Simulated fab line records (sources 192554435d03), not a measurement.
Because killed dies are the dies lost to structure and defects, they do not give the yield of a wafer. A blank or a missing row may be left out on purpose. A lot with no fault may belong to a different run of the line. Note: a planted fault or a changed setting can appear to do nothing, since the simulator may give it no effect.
A struck lot beside a sound one :: flow n5-finfet :: 34 steps out of a route of 1938
Sound: wafers L638.3, L638.4, L638.6. Wafers L635.1, L635.3, L635.6 were the ones struck. At the end, the cause is stated.
For every step that has rows: the tool of each side, followed by ch and its chambers, followed by its first start. Under that, the readings that differ: sound wafers :: struck wafers :: difference of the means :: sigmas: that difference in standard deviations of wafers without a fault.
alike: readings whose means differ by less than 2 such deviations, and words and numbers that are the same on both sides. not compared: withheld readings, readings that some wafer has no value for, bounds like >300 that may hide the same value, and numbers for which the record gives no deviation and whose values overlap.
Wherever a step has rows on one side only, a row that says differs or no value, or a row with sigmas, the two part there. Numbers that don't overlap but have no deviation are shown without sigmas and don't part them. Lack of a reading on every wafer of one side parts them only where that side has two or more wafers.

first, 1 step without rows for these wafers: N5_BEOL_M4_DEVELOP_10 (develop time 30 s).
N5_BEOL_M4_CD_MEAS_11: the cd target is 16.79 nm.
  sound on cd-sem-01 ch 0, day 9 04:29; struck on cd-sem-03 ch 0, day 8 07:39
  alike: cd-nm
N5_BEOL_M4_OVL_MEAS_12:
  sound on overlay-01 ch 0, day 9 04:31; struck on overlay-02 ch 0, day 8 07:41
  alike: M4_OVL
N5_BEOL_M4_INSPECT_13: inspects for defects (brightfield).
  sound: defect-inspect-01 at day 9 04:34; struck: defect-inspect-02 at day 8 07:44
  alike: raw-defect-count
N5_BEOL_M4_DESCUM_16: chemistry O2, time 7 s.
  sound on rie-diel-04 ch 0,3, day 9 05:05; struck on rie-diel-05 ch 0,2, day 8 07:58
  alike: drypump-motor-current-A, o2-flow-sccm, oes-product-au, rf-vpp-V, showerhead-plenum-p-Torr, throttle-valve-pct
  not compared: rf-hours-counter-h
N5_BEOL_M4_ETCH_74: etches underlayer in N2/H2, target depth 6.5 nm, time 5.2 s.
  sound on rie-diel-04 ch 0,3, day 9 05:07; struck on rie-diel-05 ch 0,2, day 8 07:59
  alike: drypump-motor-current-A, etch-rf-on-time-s, oes-product-au, rf-vpp-V, showerhead-plenum-p-Torr, throttle-valve-pct
  not compared: rf-hours-counter-h
N5_BEOL_M4_ETCH_63: etches SiARC in CF4, target depth 15.6 nm, time 26 s.
  sound on rie-diel-04 ch 0,3, day 9 05:08; struck on rie-diel-05 ch 0,2, day 8 08:01
  alike: drypump-motor-current-A, etch-rf-on-time-s, oes-product-au, rf-vpp-V, showerhead-plenum-p-Torr, throttle-valve-pct
  not compared: rf-hours-counter-h
N5_BEOL_M4_ETCH_64: etches SOC in N2/H2, target depth 75 nm, overetch 22.5 nm, time 121.9 s.
  sound on rie-diel-04 ch 0,3, day 9 05:10; struck on rie-diel-05 ch 0,2, day 8 08:02
  alike: drypump-motor-current-A, oes-product-au, rf-vpp-V, showerhead-plenum-p-Torr, throttle-valve-pct
  not compared: rf-hours-counter-h
then, 4 steps without rows for these wafers: N5_BEOL_M4_STRIP_65 (strips in N2/H2); N5_BEOL_M4_STRIP_75 (strips in N2/H2); N5_BEOL_M4_STRIP_66 (strips in CF4); N5_BEOL_M4_HM_OPEN_17 (chemistry Cl2/BCl3, target TiN, target depth 20 nm, overetch 6 nm).
N5_BEOL_M4_STRIP_19: strips in O2.
  sound on rie-diel-04 ch 0,3, day 9 05:36; struck on rie-diel-04 ch 1,3, day 8 08:25
  no value came back on the struck wafers for any of 8 readings (bias-power-w (W), chamber-pressure-mTorr (mTorr) and others); on the sound wafers bias-power-w (W) reads 0 0 0
reading: model.SOC_of_BEOL_M4_COAT_61.thk-nm (nm)
sound: 0 0 0
struck: 52.2 52 52
difference: +52.1
sigmas: 
  not compared: rf-hours-counter-h
N5_BEOL_M4_CD_MEAS_18: pitch 36 nm, target cd 18 nm.
  sound: cd-sem-03 at day 9 05:40; struck: cd-sem-02 at day 8 08:29
  alike: cd-nm
then, 9 steps without rows for these wafers: N5_BEOL_M4_COAT_67 (time 60 s, resist thk 60 nm); N5_BEOL_M4_COAT_68 (time 60 s, resist thk 12 nm); N5_BEOL_M4_COAT_76 (time 60 s, resist thk 5 nm); N5_BEOL_M4_COAT_22 (resist thk 30 nm); N5_BEOL_M4_EBR_24; N5_BEOL_M4_SOFTBAKE_23 (time 60 s); N5_BEOL_M4_EXPOSE_25 (exposes mask V3, defocus 5 nm); N5_BEOL_M4_PEB_26 (peb time 60 s); N5_BEOL_M4_DEVELOP_27 (develop time 30 s).
N5_BEOL_M4_CD_MEAS_28: target cd 26.2 nm, target cd y 24.1 nm.
  sound on cd-sem-01 ch 0, day 9 06:07; struck on cd-sem-03 ch 0, day 8 08:56
  alike: cd-nm
N5_BEOL_M4_OVL_MEAS_29:
  sound on overlay-02 ch 0, day 9 06:10; struck on overlay-01 ch 0, day 8 08:58
reading: V3_OVL (nm)
sound: 0.5 1.0 0.3
struck: -1.6 -3.2 -0.8
difference: -2.5
sigmas: -4
N5_BEOL_M4_INSPECT_30: inspects for defects (brightfield).
  sound: defect-inspect-01 at day 9 06:13; struck: defect-inspect-02 at day 8 09:01
  alike: raw-defect-count
then, 4 steps without rows for these wafers: N5_BEOL_M4_DESCUM_33 (chemistry O2, time 7 s); N5_BEOL_M4_ETCH_77 (etches underlayer in N2/H2, target depth 6.5 nm, time 5.2 s); N5_BEOL_M4_ETCH_69 (etches SiARC in CF4, target depth 15.6 nm, time 26 s); N5_BEOL_M4_ALD_98 (deposits SiO2, target thk 2.5 nm, pulse time 1 s, co reactant pulse time 1 s).
N5_BEOL_M4_ETCHBACK_99: etches SiO2 in CHF3, target depth 5 nm, time 10.4 s.
  sound on rie-diel-05 ch 0,1,2, day 9 08:15; struck on rie-diel-04 ch 0,1, day 8 09:43
  alike: drypump-motor-current-A, oes_ar_750_au, oes-product-au, rf-vpp-V, showerhead-plenum-p-Torr, throttle-valve-pct
  not compared: rf-hours-counter-h
N5_BEOL_M4_ETCH_70: etches SOC in N2/H2, target depth 80 nm, overetch 24 nm, time 130 s.
  sound on rie-diel-05 ch 0,1,2, day 9 08:17; struck on rie-diel-04 ch 0,1, day 8 09:45
reading: model.etch.depth-nm (nm)
sound: 59.85 59.92 60.17
struck: 105.2 102.4 102
difference: +43.2
sigmas: 
  alike: drypump-motor-current-A, oes-product-au, rf-vpp-V, showerhead-plenum-p-Torr, throttle-valve-pct
  not compared: rf-hours-counter-h
then, 1 step without rows for these wafers: N5_BEOL_M4_STRIP_71 (strips in N2/H2).
N5_BEOL_M4_RC_MEAS_101:
  the record has rows for the sound wafers here (prober-02 ch 0, day 9 12:58) and none for the struck ones

== WHERE THEY PART ==
Earliest at N5_BEOL_M4_STRIP_19; latest, in this record, at N5_BEOL_M4_RC_MEAS_101.

WHY: what had been put in by the simulator
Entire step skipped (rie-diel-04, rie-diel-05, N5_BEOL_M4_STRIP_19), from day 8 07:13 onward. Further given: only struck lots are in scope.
